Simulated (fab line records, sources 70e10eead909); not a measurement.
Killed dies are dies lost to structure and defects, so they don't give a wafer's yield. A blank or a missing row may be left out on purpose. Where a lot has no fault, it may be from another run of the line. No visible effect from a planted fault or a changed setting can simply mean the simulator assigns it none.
A lot that was struck, set against a sound lot + flow nand_harc + 44 out of 1302 route steps
Sound: wafers L574.4, L574.5, L574.6. Wafers struck: L583.2, L583.5, L583.6. Last of all comes the cause.
For every step that has rows: the tool of each side, followed by ch and its chambers, followed by its first start. Under that, the readings that differ: sound wafers + struck wafers + difference of the means + sigmas: that difference in standard deviations of wafers without a fault.
alike: same words and numbers on both sides, and readings whose means sit less than 2 such deviations apart. not compared: any withheld reading, any reading some wafer has no value for, any bound like >300 that may hide the same value, and any number with overlapping values for which the record gives no deviation.
The two part at a step that has a row with sigmas, a row that says differs or no value, or rows on one side only. Non-overlapping numbers with no deviation appear without sigmas and do not part them. A reading that every wafer of one side lacks parts them only if that side has two wafers or more.

first, 7 steps without rows for these wafers: NHARC_P_GATE_HMDS_04 (time 30 s); NHARC_P_GATE_COAT_05; NHARC_P_GATE_SOFTBAKE_06 (time 95 s); NHARC_P_GATE_EBR_07; NHARC_P_GATE_EXPOSE_08 (exposes mask P HV); NHARC_P_GATE_PEB_09 (peb time 85 s); NHARC_P_GATE_DEVELOP_10 (time 70 s).
NHARC_P_GATE_CD_MEAS_11: target cd 1640 nm.
  sound on cd_sem-02 ch 0, day 8 09:08; struck on cd_sem-03 ch 0, day 11 21:48
  alike: cd_nm
then, 4 steps without rows for these wafers: NHARC_P_GATE_HARDBAKE_12 (time 80 s); NHARC_P_GATE_DESCUM_13 (chemistry O2, time 3 s); NHARC_P_GATE_ETCH_14 (etches SiO2 in dHF, target depth 48.8 nm); NHARC_P_GATE_STRIP_15 (strips in SPM, time 780 s).
NHARC_P_GATE_PRECLEAN_71: cleans in SC1.
  sound on wet_bench-06 ch 0,1,2, day 8 09:31; struck on wet_bench-06 ch 0,6,7, day 11 22:11
  alike: h2o2_flow_mL_min
then, 3 steps without rows for these wafers: NHARC_P_GATE_SRD_72; NHARC_P_GATE_OXIDE_16 (material SiO2, target thk 3 nm, ox time 392 s); NHARC_P_GATE_CVD_17 (deposits poly-Si, target thk 150 nm, time 900 s).
NHARC_P_GATE_HM_DEP_102: deposits aC, target thk 120 nm.
  sound on acl_dep-03 ch 0, day 8 22:20; struck on acl_dep-03 ch 0, day 12 11:34
  alike: throttle_valve_pct
NHARC_P_GATE_DEP_103: deposits SiON, target thk 30 nm.
  sound on pecvd-04 ch 0,1,2, day 8 22:46; struck on pecvd-02 ch 0,1, day 12 12:07
  alike: heater_power_w
  not compared: since_wet_clean_h
then, 8 steps without rows for these wafers: NHARC_P_GATE_DEHYDRATE_18 (time 120 s); NHARC_P_GATE_HMDS_19 (time 30 s); NHARC_P_GATE_COAT_20 (resist thk 90 nm); NHARC_P_GATE_SOFTBAKE_21 (time 55 s); NHARC_P_GATE_EBR_22; NHARC_P_GATE_EXPOSE_23 (exposes mask P GATE, target cd 120 nm); NHARC_P_GATE_PEB_24 (peb time 65 s); NHARC_P_GATE_DEVELOP_25 (develop time 35 s).
NHARC_P_GATE_CD_MEAS_26: target cd 120 nm.
  sound on cd_sem-03 ch 0, day 8 23:22; struck on cd_sem-01 ch 0, day 12 12:48
  alike: cd_nm
NHARC_P_GATE_OVL_MEAS_27:
  struck on overlay-02, day 12 12:53; sound on overlay-02, day 8 23:26
  alike: overlay_x_nm, overlay_y_nm
NHARC_P_GATE_INSPECT_28:
  struck on defect_inspect-02, day 12 12:56; sound on defect_inspect-02, day 8 23:29
| reading          | sound | struck         | difference | sigmas      |
|------------------|-------|----------------|------------|-------------|
| raw_defect_count | 4 2 5 | 1404 1410 1420 | +1408      | +99 or more |
then, 4 steps without rows for these wafers: NHARC_P_GATE_DESCUM_31 (chemistry O2, time 3 s); NHARC_P_GATE_ETCH_104 (etches the open film in CF4/CHF3, target depth 60 nm); NHARC_P_GATE_HM_OPEN_105 (chemistry O2/COS, target depth 360 nm); NHARC_P_GATE_STRIP_106 (strips in O2/COS).
NHARC_P_GATE_ETCH_114: etches the open film in CF4/O2, target depth 30 nm, overetch 3 nm, time 16.5 s.
  sound: rie_diel-12 ch 0,1,2; struck: rie_diel-06 ch 0,3
  alike: drypump_motor_current_A, mfc_ar_sccm, oes_product_au, rf_vpp_V, showerhead_plenum_p_Torr, throttle_valve_pct
  not compared: rf_hours_counter_h
NHARC_P_GATE_ETCH_32: etches the open film in HBr/Cl2, target depth 150 nm, time 100.1 s.
  sound on rie_si-04 ch 0,3, day 9 00:01; struck on rie_si-05 ch 2,3, day 12 13:27
  alike: drypump_motor_current_A, oes_product_au, throttle_valve_pct
  not compared: rf_hours_counter_h
then, 1 step without rows for these wafers: NHARC_P_GATE_STRIP_108 (strips in O2).
NHARC_P_GATE_CD_MEAS_33:
  struck on cd_sem-01, day 12 13:47; sound on cd_sem-02, day 9 00:20
  alike: cd_nm
then, 3 steps without rows for these wafers: NHARC_P_GATE_STRIP_35 (strips in SPM, time 600 s); NHARC_P_GATE_PRECLEAN_73 (cleans in SC1); NHARC_P_GATE_SRD_74.
NHARC_P_GATE_ALD_36: deposits SiNx, target thk 20 nm, pulse time 60 s, ald cycles 223.
  sound on ald_sin-03 ch 0,1, day 9 00:47; struck on ald_sin-02 ch 0,3, day 12 14:14
  alike: heater_power_w, precursor_pulse_height_rel
  not compared: since_wet_clean_h
then, 1 step without rows for these wafers: NHARC_P_GATE_ETCHBACK_37 (etches the open film in CHF3/O2, target depth 34.5 nm, time 17.2 s).
NHARC_P_GATE_INSPECT_68:
  struck on defect_inspect-02, day 13 07:23; sound on defect_inspect-02, day 9 17:38
| reading          | sound       | struck         | difference | sigmas |
|------------------|-------------|----------------|------------|--------|
| raw_defect_count | 275 201 241 | 1545 1555 1613 | +1332      | +20    |
-- record jumps: 19 days between struck wafers' starts before vs after; left off in module P_GATE, resumes in module END, first step shown is number 1302 of the route --
NHARC_END_SORT_01:
  the record has rows for the struck wafers here (prober-01 ch 0, day 32 05:44) and none for the sound ones

## WHERE THEY PART
First at NHARC_P_GATE_INSPECT_28; last, within this record, at NHARC_END_SORT_01.

WHY: the cause the simulator had injected
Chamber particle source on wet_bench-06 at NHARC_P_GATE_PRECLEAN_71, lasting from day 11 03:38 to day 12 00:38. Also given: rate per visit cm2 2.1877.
